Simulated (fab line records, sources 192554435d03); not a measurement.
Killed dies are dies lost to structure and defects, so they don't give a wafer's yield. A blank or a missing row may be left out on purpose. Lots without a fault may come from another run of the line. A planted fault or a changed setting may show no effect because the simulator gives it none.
fab line records | flow n5_finfet
record lots=10 wafers=29 last_day=19
route steps=1938 shown GATE_CUT@507 MOL_CONTACT_COAG@519 BEOL_M4@1111
lots that met no fault: from a run of the same line without faults
start_h: hours from the record's first day to the start of the lot's first wafer shown | wait_h: hours since the lot's step before | " the same as in the row above | L1.1+2: a row that stands for several wafers | - no value, or no start given | * or withheld: withheld | < > ~ a bound
route shown NAME@n: a module of which the file shows steps, and the number in the route of the first | usual: mean/standard deviation of fault-free wafers | same: alike in all rows | chamber/n: place in a boat | sites: the reading at each site | _std_site: their standard deviation | _edge_site: outer sites' mean less inner sites' | radius_mm: how far each site lies from the wafer's centre | mask NAME#n: copy n | behind: the tool/chamber that last shaped the wafer | hold: why the lot was held/for how many hours/how that ended | device: the transistor (n, p or np) that didn't switch | end of line: the same wafers' tests at the end of the route | a step without rows: its recipe alone | killed: dies lost to structure and defects at the first sort, not the wafer's yield | map: a wafer's dies, x killed, . not, _ none there
set.NAME: the setting as run; set.NAME@STEP: as run at that earlier step | model.NAME: the simulator's own value behind a step, which no gauge read
steps of the route over a sample of lots; a table a step, a row a wafer
services: from which hour (start_h, from the record's first day; less than 0 if before it) a tool's chamber was out of use, for how many hours, and why
## steps
# step N5_GATE_CUT_STRIP_21
# recipe chemistry=N2/H2 time_s=30 power_w=1000 temp_c=250 pressure_mtorr=withheld n2_flow_sccm=1750 h2_flow_sccm=3250
# usual drypump_motor_current_A=5.9/0.32 h2_flow_sccm=3250/8.6 heater_power_w=329/33
# columns lot.wafer tool chamber start_h wait_h drypump_motor_current_A h2_flow_sccm heater_power_w rf_hours_counter_h
L987.1 plasma_asher-02 0 97.06 0.0 5.7 3261 278 42
L987.4 " 0 " " 5.7 3249 273 -
L987.6 " 0 " " 5.7 3261 270 -
L989.3 plasma_asher-02 1 100.43 0.1 5.5 3258 345 -
L989.4 " 0 " " 5.7 3267 271 -
L989.6 " 1 " " 5.5 3251 348 -
L990.4 plasma_asher-01 1 112.08 0.1 6.3 3249 366 -
L990.5 " 0 " " 6.1 3265 339 -
L990.6 " 1 " " 6.3 3238 366 -
L992.1 plasma_asher-01 1 124.70 0.1 6.3 3240 361 95
L992.4 " 0 " " 6.1 3246 348 -
L992.6 " 0 " " 6.1 3246 343 -
L994.1 plasma_asher-02 0 127.67 0.0 5.7 3264 272 49
L994.2 " 1 " " 5.5 3267 333 49
L994.6 " 0 " " 5.7 3241 271 -
L102.2 plasma_asher-02 0 181.12 0.0 5.7 3258 279 59
L102.3 " 1 " " 5.5 3248 335 -
L102.5 " 0 " " 5.7 3263 272 -
L105.1 plasma_asher-01 0 194.24 0.0 6.1 3248 342 109
L105.2 " 1 " " 6.4 3246 372 109
L105.4 " 1 " " 6.3 3248 367 -
L106.2 plasma_asher-01 0 202.96 0.0 6.1 3237 333 111
L106.4 " 1 " " 6.4 3239 368 -
L106.6 " 1 " " 6.3 3255 356 -
L109.2 plasma_asher-01 0 219.23 0.0 6.1 3253 331 115
L109.5 " 1 " " 6.4 3232 351 -
L110.1 plasma_asher-01 0 223.27 0.0 6.1 3265 340 115
L110.5 " 0 " " 6.1 3247 335 -
L110.6 " 1 " " 6.3 3236 363 -
# step N5_GATE_CUT_INSPECT_26
# recipe inspect_instrument=darkfield mode=post_cmp
# usual raw_defect_count=42/17
# columns lot.wafer tool chamber start_h wait_h raw_defect_count
L987.1 defect_inspect-02 - 101.16 0.0 78
L987.4 " - " " 48
L987.6 " - " " 50
L989.3 defect_inspect-01 - 103.44 0.0 29
L989.4 " - " " 32
L989.6 " - " " 44
L990.4 defect_inspect-02 - 117.89 0.0 47
L990.5 " - " " 42
L990.6 " - " " 35
L992.1 defect_inspect-02 - 127.38 0.0 58
L992.4 " - " " 37
L992.6 " - " " 24
L994.1 defect_inspect-01 - 130.36 0.0 16
L994.2 " - " " 59
L994.6 " - " " 45
L102.2 defect_inspect-01 - 184.00 0.0 30
L102.3 " - " " 17
L102.5 " - " " 24
L105.1 defect_inspect-02 - 196.92 0.0 44
L105.2 " - " " 45
L105.4 " - " " 59
L106.2 defect_inspect-01 - 205.66 0.0 28
L106.4 " - " " 28
L106.6 " - " " 45
L109.2 defect_inspect-02 - 221.91 0.0 40
L109.5 " - " " 28
L110.1 defect_inspect-02 - 225.95 0.0 80
L110.5 " - " " 47
L110.6 " - " " 49
# step N5_MOL_CONTACT_COAG_COAT_58
# recipe resist=underlayer temp_c=205 time_s=60 spin_rpm=1500 resist_thk_nm=10
# usual heater_power_total_W=391.8/1.4 plate_temp_C=205.00/0.17
# columns lot.wafer tool chamber start_h wait_h heater_power_total_W plate_temp_C
L987.1 litho_track-03 0 101.19 - 393.5 204.94
L987.4 " 0 " " 393.2 205.19
L987.6 " 0 " " 389.9 204.88
L989.3 litho_track-03 0 103.47 - 391.0 204.88
L989.4 " 0 " " 390.9 204.98
L989.6 " 0 " " 393.9 204.78
L990.4 litho_track-03 0 117.92 - 392.6 204.61
L990.5 " 0 " " 394.0 204.93
L990.6 " 0 " " 391.8 205.05
L992.1 litho_track-03 0 127.42 - 393.4 204.98
L992.4 " 0 " " 391.2 205.00
L992.6 " 0 " " 390.7 204.96
L994.1 litho_track-04 0 130.39 - 390.5 205.02
L994.2 " 0 " " 392.2 204.95
L994.6 " 0 " " 391.1 204.90
L102.2 litho_track-04 0 184.04 - 392.7 205.05
L102.3 " 0 " " 393.5 204.91
L102.5 " 0 " " 393.4 205.06
L105.1 litho_track-04 0 196.96 - 383.0 200.60
L105.2 " 0 " " 380.4 200.42
L105.4 " 0 " " 382.0 200.43
L106.2 litho_track-04 0 205.70 - 381.9 200.70
L106.4 " 0 " " 379.6 200.40
L106.6 " 0 " " 379.0 200.56
L109.2 litho_track-04 0 221.95 - 382.7 200.75
L109.5 " 0 " " 381.6 200.76
L110.1 litho_track-02 0 225.99 - 391.9 205.19
L110.5 " 0 " " 392.3 205.06
L110.6 " 0 " " 393.4 205.07
# step N5_MOL_CONTACT_COAG_DESCUM_13
# recipe chemistry=O2 time_s=7 source_power_w=50 bias_power_w=20 pressure_mtorr=20 rf_frequency_hz=2.712e+07 temp_c=40 resist=CAR-EUV o2_flow_sccm=225
# usual drypump_motor_current_A=5.9/0.54 oes_product_au=0.81/0.075 rf_vpp_V=242.8/1.5 showerhead_plenum_p_Torr=2.07/0.08 throttle_valve_pct=20.37/0.24
# columns lot.wafer tool chamber start_h wait_h drypump_motor_current_A oes_product_au rf_hours_counter_h rf_vpp_V showerhead_plenum_p_Torr throttle_valve_pct
L987.1 rie_diel-05 0 102.31 0.8 5.4 0.91 21 244.3 2.12 20.11
L987.4 " 0 " " 5.4 0.91 - 244.2 2.12 20.10
L987.6 " 0 " " 5.4 0.91 - 243.5 2.12 20.10
L989.3 rie_diel-03 2 104.46 0.5 6.7 0.91 30 242.4 2.13 20.48
L989.4 " 0 " " 6.0 0.88 - 242.5 2.03 20.33
L989.6 " 2 " " 6.7 0.89 - 244.6 2.13 20.48
L990.4 rie_diel-01 1 118.43 0.0 6.4 0.89 29 242.5 2.06 20.07
L990.5 " 2 " " 5.4 0.72 - 245.3 2.16 20.42
L990.6 " 1 " " 6.5 0.90 - 241.8 2.06 20.04
L992.1 rie_diel-01 3 127.90 0.1 5.1 0.75 145 240.9 1.92 20.20
L992.4 " 1 " " 6.4 0.88 32 242.3 2.05 20.08
L992.6 " 1 " " 6.4 0.88 - 241.6 2.05 20.06
L994.1 rie_diel-03 3 130.99 0.2 5.6 0.70 219 243.9 2.16 20.96
L994.2 " 2 " " 6.7 0.87 43 243.9 2.13 20.49
L994.6 " 1 " " 6.5 0.89 - 243.9 2.14 20.17
L102.2 rie_diel-01 2 184.55 0.0 5.4 0.71 206 244.2 2.15 20.46
L102.3 " 0 " " 6.2 0.78 145 241.0 2.01 20.58
L102.5 " 3 " " 5.1 0.75 - 240.3 1.92 20.22
L105.1 rie_diel-01 1 197.34 0.0 6.4 0.84 56 242.6 2.05 20.08
L105.2 " 0 " " 6.2 0.77 150 241.3 2.01 20.56
L105.4 " 3 " " 5.1 0.74 169 241.2 1.92 20.23
L106.2 rie_diel-01 0 206.09 0.0 6.2 0.76 152 240.0 2.01 20.58
L106.4 " 3 " " 5.1 0.73 171 240.7 1.91 20.22
L106.6 " 1 " " 6.5 0.83 - 243.4 2.04 20.10
L109.2 rie_diel-03 1 222.33 0.0 6.4 0.84 55 242.7 2.13 20.22
L109.5 " 3 " " 5.6 0.68 - 245.7 2.15 21.00
L110.1 rie_diel-01 3 226.50 0.0 5.1 0.74 178 241.3 1.91 20.24
L110.5 " 3 " " 5.1 0.73 - 240.6 1.91 20.25
L110.6 " 2 " " 5.4 0.70 - 243.6 2.15 20.47
# step N5_BEOL_M4_RC_MEAS_101
# usual DIBL_N=36.0/1.7 DIBL_P=36.2/1.9 IOFF_N=0.154/0.028 IOFF_P=0.21/0.036 ION_N=675/11 ION_P=463/8.3 SS_N=71.4/0.63 SS_P=73.2/0.55 VT_N=250.2/3 VT_P=-251/3.7
# columns lot.wafer tool chamber start_h wait_h DIBL_N[mV/V] DIBL_P[mV/V] IOFF_N[nA/um] IOFF_P[nA/um] ION_N[uA/um] ION_P[uA/um] SS_N[mV/dec] SS_P[mV/dec] VT_N[mV] VT_P[mV]
L987.1 prober-02 0 192.80 0.0 37.5 37.4 0.178 0.29 673 469 71.7 73.6 248.0 -242
L987.4 " 0 " " 34.2 33.4 0.133 0.23 672 475 70.0 73.3 251.1 -245
L987.6 " 0 " " 36.4 35.8 0.157 0.26 666 468 71.2 73.5 253.0 -243
L990.4 prober-02 0 244.44 0.5 32.7 32.2 0.103 0.16 668 463 70.7 72.2 255.7 -256
L990.5 " 0 " " 35.9 34.8 0.140 0.19 672 457 70.7 73.0 251.5 -255
L990.6 " 0 " " 36.7 36.0 0.152 0.20 678 458 70.6 73.6 250.0 -251
L992.1 prober-01 0 262.57 0.0 38.5 40.8 0.191 0.23 689 469 71.7 73.7 247.8 -248
L992.4 " 0 " " 34.9 36.2 0.124 0.17 654 455 71.2 73.0 255.7 -254
L992.6 " 0 " " 37.2 39.1 0.178 0.20 700 465 71.2 74.1 246.3 -252
L994.1 prober-01 0 269.35 0.0 36.9 37.4 0.154 0.20 673 455 71.7 73.4 252.1 -252
L994.2 " 0 " " 35.5 35.5 0.126 0.18 660 455 72.1 72.6 252.8 -252
L994.6 " 0 " " 36.7 36.4 0.142 0.18 670 455 71.4 73.1 250.3 -254
L989.3 prober-01 0 307.21 0.3 34.5 35.1 0.143 0.19 664 458 71.8 73.2 250.0 -254
L989.4 " 0 " " 36.8 38.3 0.181 0.23 683 470 71.7 74.0 249.0 -251
L989.6 " 0 " " 37.0 39.3 0.202 0.26 688 469 72.3 73.5 244.7 -247
L102.2 prober-02 0 310.04 0.2 35.8 34.7 0.133 0.21 668 463 70.8 73.0 252.7 -247
L102.3 " 0 " " 36.9 37.0 0.160 0.25 669 465 71.2 73.9 245.8 -246
L102.5 " 0 " " 35.5 34.6 0.142 0.22 665 466 70.7 72.5 247.8 -248
L105.1 prober-02 0 339.42 0.0 37.2 37.0 0.177 0.23 681 468 71.8 73.7 250.5 -249
L105.2 " 0 " " 39.3 38.5 0.221 0.26 682 466 72.9 73.6 246.6 -246
L105.4 " 0 " " 36.8 36.7 0.175 0.24 687 474 70.9 74.0 247.1 -248
L106.2 prober-01 0 340.00 0.2 35.2 32.4 0.128 0.17 662 459 70.8 72.1 256.1 -253
L106.4 " 0 " " 33.8 32.5 0.107 0.17 669 462 70.2 72.8 258.0 -255
L106.6 " 0 " " 36.6 35.7 0.150 0.22 673 466 71.1 72.9 251.3 -248
L109.2 prober-01 0 344.31 0.2 36.7 35.6 0.158 0.24 666 465 71.5 73.4 252.7 -247
L109.5 " 0 " " 37.2 37.2 0.174 0.26 677 471 71.2 73.7 247.7 -243
L110.1 prober-02 0 347.04 0.0 36.1 36.9 0.145 0.21 660 455 71.4 73.0 253.2 -253
L110.5 " 0 " " 35.9 34.8 0.148 0.19 662 456 71.4 72.7 252.0 -252
L110.6 " 0 " " 37.9 39.6 0.192 0.25 697 471 72.3 73.9 247.7 -249
## services
# columns tool chamber start_h hours kind
rie_diel-05 1 84.10 21.9 repair
rie_diel-05 3 96.30 1.8 repair
rie_diel-05 2 100.11 16.3 repair
litho_track-04 - 105.40 - consumable_replace:filter
rie_diel-05 1 116.46 - clean
rie_diel-05 1 116.46 - consumable_replace:focus_ring
rie_diel-05 3 119.45 6.4 repair
litho_track-02 - 124.39 - consumable_replace:filter
litho_track-04 - 125.94 - consumable_replace:filter
rie_diel-05 3 134.83 - clean
rie_diel-05 3 134.83 - consumable_replace:focus_ring
rie_diel-05 3 134.83 29.9 scheduled_down
rie_diel-05 3 134.83 29.9 vent_cycle
rie_diel-03 2 157.49 2.7 repair
litho_track-03 - 202.61 - consumable_replace:filter
## key
first_sign step=N5_MOL_CONTACT_COAG_COAT_58 reading=plate_temp_C direction=down sigmas=27 usual=* struck=*
effect step=N5_MOL_CONTACT_COAG_COAT_58 reading=heater_power_total_W direction=down sigmas=7.7 usual=* struck=*
met_at N5_MOL_CONTACT_COAG_COAT_58
struck_lots L105,L106,L109
rows_end L106.4
not_acting_at N5_GATE_CUT_STRIP_21,N5_GATE_CUT_INSPECT_26,N5_MOL_CONTACT_COAG_DESCUM_13
onset_between 184.04 196.96
fault kind=process_parameter_drift tool=litho_track-04 chamber=- onset_h=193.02 steps=N5_MOL_CONTACT_COAG_COAT_58 channel=temp_c offset=* shape=step acts_in=* stated=*
# rows_end: these wafers met a further fault down the route, and their rows from its step on are left out
